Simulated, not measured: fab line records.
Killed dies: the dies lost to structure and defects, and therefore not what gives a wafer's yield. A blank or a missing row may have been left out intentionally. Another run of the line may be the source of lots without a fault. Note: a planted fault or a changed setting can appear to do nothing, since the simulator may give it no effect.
Chamber matching | flow n5-finfet | N5_BEOL_M12_ETCH_68 on rie-diel-05: 4 sister chambers
The step etches SOC in N2/H2, time 285 s. 14 wafers are shown with their chamber, then 7 later ones without.

WAFERS PAIRED WITH THEIR CHAMBERS
wafer  | chamber | throttle-valve-pct (%) | oes-product-au (a.u.) | showerhead-plenum-p-Torr (Torr)
L077.2 | 2       | 18.32                  | 0.68                  | 2.63
L077.4 | 0       | 18.28                  | 0.73                  | 2.62
L077.6 | 2       | 18.34                  | 0.69                  | 2.63
L079.2 | 0       | 18.27                  | 0.73                  | 2.62
L079.3 | 1       | 17.71                  | 0.71                  | 2.59
L079.4 | 3       | 17.50                  | 0.93                  | 2.69
L083.3 | 3       | 17.48                  | 0.91                  | 2.68
L083.4 | 1       | 17.71                  | 0.71                  | 2.58
L083.5 | 0       | 18.30                  | 0.71                  | 2.62
L087.1 | 0       | 18.30                  | 0.71                  | 2.61
L087.5 | 0       | 18.31                  | 0.71                  | 2.61
L087.6 | 1       | 17.73                  | 0.71                  | 2.58
L092.2 | 3       | 17.51                  | 0.88                  | 2.68
L092.3 | 0       | 18.33                  | 0.71                  | 2.61

SIGNATURES (averages over the wafers above)
reading                  | chamber 0 | chamber 1 | chamber 2 | chamber 3 | scatter within a chamber
throttle-valve-pct       | 18.2983   | 17.7167   | 18.3300   | 17.4967   | 0.0179
oes-product-au           | 0.7167    | 0.7100    | 0.6850    | 0.9067    | 0.0136
showerhead-plenum-p-Torr | 2.6150    | 2.5833    | 2.6300    | 2.6833    | 0.00532
Rule: distance of a wafer from a chamber = root of the sum over the readings of ((wafer's reading minus chamber's mean) / reading's scatter) squared. The wafer belongs to the nearest chamber; if the next one is less than 2 further off, it can't be placed. How the scatter is found: for the shown wafers, subtract from each reading the mean of its chamber, square and add these, divide the total by (wafers less chambers), then take the root.

WAFERS WITHOUT THEIR CHAMBER
wafer  | throttle-valve-pct (%) | oes-product-au (a.u.) | showerhead-plenum-p-Torr (Torr)
L092.4 | 18.32                  | 0.70                  | 2.61
L090.2 | 17.52                  | 0.88                  | 2.68
L090.3 | 18.32                  | 0.70                  | 2.61
L090.6 | 18.00                  | 0.94                  | 2.62
L095.1 | 18.01                  | 0.90                  | 2.61
L095.3 | 17.53                  | 0.86                  | 2.67
L095.4 | 18.01                  | 0.91                  | 2.61

WHICH CHAMBER EACH WENT THROUGH
wafer  | from the rows above     | in truth
L092.4 | can't be placed: 0 or 2 | 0
L090.2 | 3                       | 3
L090.3 | can't be placed: 0 or 2 | 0
L090.6 | can't be placed: 0 or 1 | 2
L095.1 | can't be placed: 0 or 1 | 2
L095.3 | 3                       | 3
L095.4 | can't be placed: 0 or 1 | 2
Correct placement for 2 of the 7. These rows do not allow placing 5 (true chamber among the candidates in 2). 0 placed wrongly.
